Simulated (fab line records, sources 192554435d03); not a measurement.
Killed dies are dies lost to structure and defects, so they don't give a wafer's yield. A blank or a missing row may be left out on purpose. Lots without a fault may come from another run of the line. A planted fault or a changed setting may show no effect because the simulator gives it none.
Chamber matching | flow n5_finfet | N5_ILD0_LINER_00 on ald_sin-01: 4 sister chambers
The step material SiNx, target thk 4 nm, pulse time 1 s, purge time 2 s. 8 wafers are shown with their chamber, then 7 later ones without.

WAFERS WITH THEIR CHAMBER
wafer  | chamber | heater_power_outer_w (W) | heater_power_w (W)
L563.1 | 1       | 473                      | 755
L563.2 | 2       | 520                      | 944
L563.6 | 2       | 534                      | 939
L568.6 | 1       | 479                      | 743
L570.1 | 3       | 415                      | 759
L570.6 | 0       | 612                      | 943
L575.2 | 3       | 405                      | 742
L575.5 | 0       | 604                      | 946

WAFERS WITHOUT THEIR CHAMBER
wafer  | heater_power_outer_w (W) | heater_power_w (W)
L575.6 | 406                      | 755
L577.2 | 604                      | 943
L577.3 | 525                      | 929
L577.5 | 418                      | 748
L581.3 | 477                      | 721
L581.5 | 496                      | 862
L581.6 | 434                      | 780

WHICH CHAMBER EACH WENT THROUGH
wafer  | from the rows above | in truth
L575.6 | 3                   | 3
L577.2 | 0                   | 0
L577.3 | 2                   | 2
L577.5 | 3                   | 3
L581.3 | 1                   | 1
L581.5 | 2                   | 2
L581.6 | 3                   | 3
Placed correctly: 7 of 7. Can't be placed from these rows: 0. Placed wrongly: 0.
How it was worked out, from the rows above alone: a wafer's distance from a chamber is the root of the sum, over the readings, of the square of ((its reading less the chamber's mean) divided by the reading's scatter). The wafer belongs to the nearest chamber; if the next one is less than 2 further off, it can't be placed. A chamber's mean is the mean of its shown wafers. The scatter: the root of (the sum of the squares of (reading less its chamber's mean) over the shown wafers, divided by (wafers less chambers)).
